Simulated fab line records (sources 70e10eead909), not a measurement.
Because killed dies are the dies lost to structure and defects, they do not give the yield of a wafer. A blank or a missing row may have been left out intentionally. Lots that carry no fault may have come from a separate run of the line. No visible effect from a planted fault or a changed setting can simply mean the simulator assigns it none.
Comparing a struck lot with a sound one -- flow nand_harc -- 14 out of 1302 route steps
Sound: wafers L942.1, L942.3, L942.4. Struck: wafer L951.4 (left out: L951.2, L951.6 of the same lot, which were not struck); the cause appears at the end.
Per side, at each step with rows, come the tool, then ch with its chambers, and then its first start. Under that, the readings that differ: sound wafers -- struck wafers -- difference of the means -- sigmas: that difference in standard deviations of wafers without a fault.
alike: readings whose means differ by less than 2 such deviations, and words and numbers that are the same on both sides. not compared: withheld readings, readings that some wafer has no value for, bounds like >300 that may hide the same value, and numbers for which the record gives no deviation and whose values overlap.
The two part at a step that has a row with sigmas, a row that says differs or no value, or rows on one side only. When numbers do not overlap yet have no deviation, they are printed without sigmas and do not part them. A reading that every wafer of one side lacks parts them only if that side has two wafers or more.

NHARC_A_STAIRCASE_DESCUM_186: chemistry O2, time 3 s.
  sound on rie_diel-01 ch 0,1,2, day 19 19:41; struck on rie_diel-01 ch 3, day 23 19:41
reading,sound,struck,difference,sigmas
rf_vpp_V (V),57.4 55.1 57.2,59.0,+2.4,+3
  alike: drypump_motor_current_A, oes_product_au, showerhead_plenum_p_Torr, throttle_valve_pct
  not compared: rf_hours_counter_h
NHARC_A_STAIRCASE_TRIM_187: chemistry O2, time 211.2 s.
  sound on rie_diel-01 ch 0,1,2, day 19 19:56; struck on rie_diel-01 ch 2, day 23 19:47
  alike: drypump_motor_current_A, oes_product_au, rf_vpp_V, showerhead_plenum_p_Torr, throttle_valve_pct
  not compared: rf_hours_counter_h
then, 4 steps without rows for these wafers: NHARC_A_STAIRCASE_ETCH_188 (etches the open film in C4F8/O2, target depth 100 nm, time 40.5 s); NHARC_A_STAIRCASE_TRIM_189 (chemistry O2, time 211.2 s); NHARC_A_STAIRCASE_ETCH_190 (etches the open film in C4F8/O2, target depth 100 nm, time 40.5 s); NHARC_A_STAIRCASE_TRIM_191 (chemistry O2, time 211.2 s).
NHARC_A_STAIRCASE_ETCH_192: etches the open film in C4F8/O2, target depth 100 nm, time 40.5 s.
  sound: rie_diel-01 ch 0,2,3; struck: rie_diel-01 ch 3
  alike: oes_product_au, rf_fwd_power_W, rf_vpp_V
  not compared: rf_hours_counter_h
then, 1 step without rows for these wafers: NHARC_A_STAIRCASE_TRIM_193 (chemistry O2, time 211.2 s).
NHARC_A_STAIRCASE_ETCH_194: etches the open film in C4F8/O2, target depth 100 nm, time 40.5 s.
  sound: rie_diel-01 ch 0,1,2; struck: rie_diel-01 ch 2
  alike: oes_product_au, rf_fwd_power_W, rf_vpp_V
  not compared: rf_hours_counter_h
then, 2 steps without rows for these wafers: NHARC_A_STAIRCASE_TRIM_196 (chemistry O2, time 211.2 s); NHARC_A_STAIRCASE_ETCH_197 (etches the open film in C4F8/O2, target depth 100 nm, time 40.5 s).
NHARC_A_STAIRCASE_TRIM_198: chemistry O2, time 211.2 s.
  sound on rie_diel-01 ch 0,1,2, day 19 22:00; struck on rie_diel-04 ch 0, day 23 21:14
reading,sound,struck,difference,sigmas
oes_product_au (a.u.),0.989 0.995 0.998,1.177,+0.183,+15
rf_hours_counter_h (h),13 14 16,1,-13,
  alike: drypump_motor_current_A, rf_vpp_V, showerhead_plenum_p_Torr, throttle_valve_pct
NHARC_A_STAIRCASE_ETCH_199: etches the open film in C4F8/O2, target depth 100 nm, time 40.5 s.
  sound: rie_diel-01 ch 1,2,3; struck: rie_diel-04 ch 2
reading,sound,struck,difference,sigmas
rf_hours_counter_h (h),14 13 15,1,-13,
  alike: oes_product_au, rf_fwd_power_W, rf_vpp_V
-- break in the record here, with 8 days between the starts of the struck wafers on either side (left off in module A_STAIRCASE, picked up again in module END, where the first step shown is number 1302 on the route) --
NHARC_END_SORT_01:
  sound on prober-01 ch 0, day 28 05:53; struck on prober-01 ch 0, day 32 06:59
reading,sound,struck,difference,sigmas
hold,- - -,await_dispo/0.9h/release,no value on the sound wafers,
killed_at_array,27 42 35,411,+376,+17
killed_at_periphery,3 2 2,8,+6,+2
killed_dies,33 47 39,419,+379,+16
  alike: killed_at_other, killed_open, killed_short

## WHERE THEY PART
Earliest at NHARC_A_STAIRCASE_DESCUM_186; latest, in this record, at NHARC_END_SORT_01.

WHY: the cause the simulator had injected
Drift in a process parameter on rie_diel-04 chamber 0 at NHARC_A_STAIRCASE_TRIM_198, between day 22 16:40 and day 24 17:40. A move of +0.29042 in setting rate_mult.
